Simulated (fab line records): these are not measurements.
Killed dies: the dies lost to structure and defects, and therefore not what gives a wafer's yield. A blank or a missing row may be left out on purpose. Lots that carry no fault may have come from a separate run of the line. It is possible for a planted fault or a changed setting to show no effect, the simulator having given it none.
Matching of chambers ; flow nand-harc ; rie-diel-02 running NHARC_A_CHANNEL_HOLE_D1_DESCUM_15: 4 sister chambers
The step chemistry O2, time 3 s. 48 wafers are shown with their chamber, then 12 later ones without.

## WAFERS, EACH WITH ITS CHAMBER
wafer;chamber;showerhead-plenum-p-Torr (Torr);drypump-motor-current-A (A);oes-product-au (a.u.)
L075.1;2;1.95;5.9;1.005
L075.3;3;1.90;4.9;0.990
L075.5;1;1.99;5.4;0.984
L078.1;1;1.99;5.5;1.004
L078.2;2;1.95;5.9;0.996
L078.3;3;1.90;4.9;0.998
L079.2;1;1.99;5.4;1.004
L079.4;3;1.90;5.0;0.990
L079.6;2;1.95;5.9;0.994
L080.1;2;1.95;5.9;1.005
L080.4;1;1.99;5.5;1.016
L080.6;2;1.95;5.9;1.014
L081.2;1;1.99;5.4;1.020
L081.3;3;1.90;4.9;1.005
L081.5;1;1.99;5.4;1.007
L081.1;2;1.95;5.9;0.993
L081.4;0;1.86;5.8;0.998
L081.6;2;1.95;5.9;0.997
L082.2;0;1.86;5.8;0.993
L082.3;1;1.99;5.5;1.017
L082.5;1;1.99;5.4;1.010
L083.1;0;1.86;5.8;0.991
L083.2;3;1.90;5.0;1.000
L083.3;1;1.99;5.4;1.014
L083.4;2;1.95;5.8;0.996
L083.5;0;1.86;5.8;0.992
L083.6;3;1.90;4.9;0.998
L084.3;1;1.99;5.5;1.011
L084.4;3;1.90;5.0;0.999
L084.5;0;1.86;5.8;1.005
L086.2;1;1.99;5.4;1.004
L086.3;0;1.86;5.8;0.990
L086.5;0;1.86;5.8;0.990
L089.2;3;1.90;5.0;1.003
L089.3;0;1.86;5.8;0.988
L089.5;0;1.86;5.8;0.989
L087.3;0;1.86;5.8;0.988
L087.5;3;1.90;5.0;0.988
L087.6;0;1.86;5.8;0.985
L088.1;3;1.90;5.0;0.996
L088.4;2;1.95;5.8;0.997
L088.5;1;1.99;5.4;1.001
L092.2;0;1.86;5.8;0.992
L092.5;0;1.86;5.8;0.995
L092.6;1;1.98;5.4;1.001
L093.1;3;1.89;4.9;0.991
L093.2;0;1.86;5.8;1.001
L093.4;2;1.95;5.8;0.989

SIGNATURES (averages over the wafers above)
reading;chamber 0;chamber 1;chamber 2;chamber 3;scatter within a chamber
showerhead-plenum-p-Torr;1.8600;1.9892;1.9500;1.8991;0.00204
drypump-motor-current-A;5.800;5.431;5.870;4.955;0.0416
oes-product-au;0.99264;1.00715;0.99860;0.99618;0.00715
Rule: a wafer's distance from a chamber is the root of the sum, over the readings, of the square of ((its reading less the chamber's mean) divided by the reading's scatter). The wafer belongs to the nearest chamber; if the next one is less than 2 further off, it can't be placed. How the scatter is found: for the shown wafers, subtract from each reading the mean of its chamber, square and add these, divide the total by (wafers less chambers), then take the root.

## WAFERS MISSING THEIR CHAMBER
wafer;showerhead-plenum-p-Torr (Torr);drypump-motor-current-A (A);oes-product-au (a.u.)
L094.2;1.95;5.9;0.987
L094.4;1.86;5.8;0.992
L094.5;1.98;5.4;1.000
L094.1;1.98;5.4;0.998
L094.3;1.89;4.9;0.999
L094.6;1.86;5.8;0.992
L095.2;1.86;5.8;0.995
L095.3;1.89;4.9;1.005
L095.6;1.89;5.0;1.000
L097.3;1.86;5.8;1.011
L097.5;1.89;5.0;1.017
L097.6;1.86;5.8;1.001

## THE CHAMBER EACH PASSED THROUGH
wafer;from the rows above;in truth
L094.2;2;2
L094.4;0;0
L094.5;1;1
L094.1;1;1
L094.3;3;3
L094.6;0;0
L095.2;0;0
L095.3;3;3
L095.6;3;3
L097.3;0;0
L097.5;3;3
L097.6;0;0
Correct placement for 12 of the 12. Left unplaced by these rows: 0. Wrongly placed: 0.
